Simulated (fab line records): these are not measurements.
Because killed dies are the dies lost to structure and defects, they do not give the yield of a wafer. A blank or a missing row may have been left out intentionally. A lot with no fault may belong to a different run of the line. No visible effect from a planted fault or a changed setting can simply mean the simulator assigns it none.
8D (eight disciplines) problem report, filled in by code ; flow n5Finfet ; the parts of the form that need people (team, actions taken, sign-off) are left out

1. WHAT IS WRONG
plateTempC at N5_SD_EPI_N_PEB_07 reads a mean of 110.71 C on 5 wafers of 2 lots; wafers without a fault read 109.98 C with a standard deviation of 0.13. That is +5.6 standard deviations from the usual mean.
The step: peb time 60 s.
First observed at day 4 19:30: wafer L467.2, on lithoTrack-03. Wafers with a number at this step in the record: 17, from 6 lots. Rule for "out" (also "out of limits"): further than 4 standard deviations from the usual mean. The rest of the wafers with a number are treated as sound.

2. WHAT IT IS, WHAT IT ISN'T
question;is;is not
which readings at this step;plateTempC;-
which lots;L467, L471;L460, L462, L479, L480
which wafers of those lots;all that have a number;-
read on which tools;lithoTrack-03;lithoTrack-01, lithoTrack-05
when;from day 4 19:30;"up to then (6 sound wafers); but 6 sound wafers of L479, L480 came after"

3. SUSPECTS, AND WHAT RULES EACH OUT
Counting: any tool at a process step up to the reading is kept as a suspect provided that every lot that is out went through it and no sound lot did after the first of them.
- aldSin-03 at N5_SPACER0_ALD_07 (deposits SiNx, target thk 2 nm): kept. It processed each lot that is out, first L467 at day 4 18:36, and no sound lot thereafter; up to then, the last sound lot it processed was L460 at day 2 23:29.
- aldSin-03 at N5_SPACER0_ALD_00 (deposits SiOCN, target thk 3.5 nm, pulse time 3 s, purge time 2 s): kept. It processed each lot that is out, first L467 at day 4 18:46, and no sound lot thereafter; up to then, the last sound lot it processed was L460 at day 2 23:38.
- aldSin-03 at N5_SPACER0_ALD_08 (deposits SiNx, target thk 2 nm): kept. It processed each lot that is out, first L467 at day 4 19:01, and no sound lot thereafter; up to then, the last sound lot it processed was L460 at day 2 23:53.
- lithoTrack-03 at N5_SD_EPI_N_PEB_07 (peb time 60 s): ruled out as a lasting fault. After its first lot that is out, L467 (day 4 19:30), sound lots L479 ran on it.
After the count, these remain: aldSin-03 at N5_SPACER0_ALD_07, aldSin-03 at N5_SPACER0_ALD_00 and aldSin-03 at N5_SPACER0_ALD_08.

4. THE CAUSE (what the simulator had put in)
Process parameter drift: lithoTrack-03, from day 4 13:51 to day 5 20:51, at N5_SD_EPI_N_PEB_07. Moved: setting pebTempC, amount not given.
Counting ruled it out, wrongly.

5. THE CHAIN OF EFFECTS, in route order
Rows list readings where the struck wafers' mean (over those with a number) sits beyond 3 standard deviations from the usual. Only readings whose record carries a usual standard deviation are examined. hours: median over the lots of the time between each lot's start at the first step of this table that gives one and its start at this step. sigmas: the change, counted in usual standard deviations.
hours;step;reading;usual;on struck wafers;change;sigmas
0;N5_SD_EPI_N_PEB_07;plateTempC;109.98 C;110.71;+0.73;+5.6
Its process steps:
- N5_SD_EPI_N_PEB_07: peb time 60 s.
At these later measuring or inspecting steps, every struck wafer for which the step has a row has a number for every such reading, and none has moved that far: N5_SD_EPI_N_CD_MEAS_09, N5_SD_EPI_N_OVL_MEAS_10, N5_SD_EPI_N_INSPECT_11, N5_BEOL_M4_RC_MEAS_101.

6. WHAT WOULD HAVE CAUGHT IT SOONER
6 hours passed between the start of the fault at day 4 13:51 and the first reading out of limits in this record, taken at day 4 19:30.
